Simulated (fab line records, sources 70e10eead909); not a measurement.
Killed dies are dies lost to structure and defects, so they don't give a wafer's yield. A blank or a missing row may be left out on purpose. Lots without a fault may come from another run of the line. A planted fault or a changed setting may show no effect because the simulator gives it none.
Tool commonality check | flow nand_harc | 11 lots, 33 wafers sampled

WHY IT WAS OPENED
At NHARC_P_BONDPAD_THK_MEAS_20 the reading thk_nm is flagged on 3 of 11 lots. Wafers without a fault read 160.8 nm, standard deviation 1.3.
Rule: a lot is flagged when every wafer of it that has a number lies more than 4 standard deviations from that mean, or none has a number. The other lots count as sound.

lot  | measured     | on            | thk_nm (nm), wafer by wafer | flag
L586 | day 6 21:02  | film_metro-02 | 159.2 161.0 161.4           |
L588 | day 7 22:00  | film_metro-01 | 163.6 160.4 162.6           |
L590 | day 8 20:34  | film_metro-01 | 161.9 161.9 162.3           |
L593 | day 9 20:28  | film_metro-02 | 163.1 160.5 160.9           |
L598 | day 12 03:22 | film_metro-02 | 161.5 162.6 161.4           |
L599 | day 12 17:34 | film_metro-02 | 28.6 31.5 31.2              | FLAGGED
L600 | day 13 04:28 | film_metro-01 | 29.9 29.7 31.9              | FLAGGED
L601 | day 13 18:19 | film_metro-02 | 30.2 29.7 29.2              | FLAGGED
L602 | day 13 20:41 | film_metro-01 | 160.0 162.2 161.0           |
L603 | day 14 03:36 | film_metro-02 | 160.3 159.0 160.6           |
L608 | day 16 03:19 | film_metro-02 | 160.1 161.3 159.9           |
The numbers of the flagged lots are 30.2 nm on average: -130.6 nm against the usual, or -99 or more standard deviations.

WHICH TOOL RAN EACH LOT
The record holds 2 process steps before the reading, out of a route of 1302 steps. In each cell: the tool, then ch and the chambers that the sampled wafers went through, then the start.
lot  | flag    | NHARC_P_BONDPAD_ETCH_37            | NHARC_P_BONDPAD_ECD_18
L586 |         | rie_diel-09 ch 0,1,3, day 6 18:46  | ecd_cu-02 ch 0,1, day 6 19:59
L588 |         | rie_diel-08 ch 2,3, day 7 19:45    | ecd_cu-02 ch 0,1, day 7 20:58
L590 |         | rie_diel-09 ch 2,3, day 8 18:16    | ecd_cu-02 ch 0,1, day 8 19:40
L593 |         | rie_diel-06 ch 0,3, day 9 18:13    | ecd_cu-01 ch 0,1, day 9 19:28
L598 |         | rie_diel-08 ch 0,3, day 12 01:05   | ecd_cu-02 ch 0,1, day 12 02:21
L599 | FLAGGED | rie_diel-08 ch 0,1,2, day 12 15:19 | ecd_cu-01 ch 0,1, day 12 16:40
L600 | FLAGGED | rie_diel-06 ch 1,2, day 13 02:10   | ecd_cu-02 ch 0,1, day 13 03:29
L601 | FLAGGED | rie_diel-09 ch 1,2,3, day 13 16:04 | ecd_cu-02 ch 0,1, day 13 17:17
L602 |         | rie_diel-06 ch 0,3, day 13 18:19   | ecd_cu-01 ch 0, day 13 19:35
L603 |         | rie_diel-08 ch 1,2, day 14 01:15   | ecd_cu-01 ch 0,1, day 14 02:39
L608 |         | rie_diel-06 ch 1,2,3, day 16 01:04 | ecd_cu-02 ch 0,1, day 16 02:20
What these steps do:
- NHARC_P_BONDPAD_ETCH_37: etches the open film in N2/H2, target depth 60 nm, overetch 18 nm, time 65.91 s.
- NHARC_P_BONDPAD_ECD_18: material Cu, target thk 400 nm.
- NHARC_P_BONDPAD_THK_MEAS_20: measures by xrf.

FLAGGED OVER TOTAL, TOOL BY TOOL (the gauges that took the reading come last)
step                        | tool          | lots run | flagged | share of the flagged lots | sound lots run after its first flagged lot
NHARC_P_BONDPAD_ETCH_37     | rie_diel-06   | 4        | 1       | some                      | 2 (L602,L608)
NHARC_P_BONDPAD_ETCH_37     | rie_diel-08   | 4        | 1       | some                      | 1 (L603)
NHARC_P_BONDPAD_ETCH_37     | rie_diel-09   | 3        | 1       | some                      | 0
NHARC_P_BONDPAD_ECD_18      | ecd_cu-01     | 4        | 1       | some                      | 2 (L602,L603)
NHARC_P_BONDPAD_ECD_18      | ecd_cu-02     | 7        | 2       | some                      | 1 (L608)
NHARC_P_BONDPAD_THK_MEAS_20 | film_metro-01 | 4        | 1       | some                      | 1 (L602)
NHARC_P_BONDPAD_THK_MEAS_20 | film_metro-02 | 7        | 2       | some                      | 2 (L603,L608)

WHAT THE TABLE ALLOWS
No row of the table ran every flagged lot.

WHAT THE SIMULATOR HAD PUT IN
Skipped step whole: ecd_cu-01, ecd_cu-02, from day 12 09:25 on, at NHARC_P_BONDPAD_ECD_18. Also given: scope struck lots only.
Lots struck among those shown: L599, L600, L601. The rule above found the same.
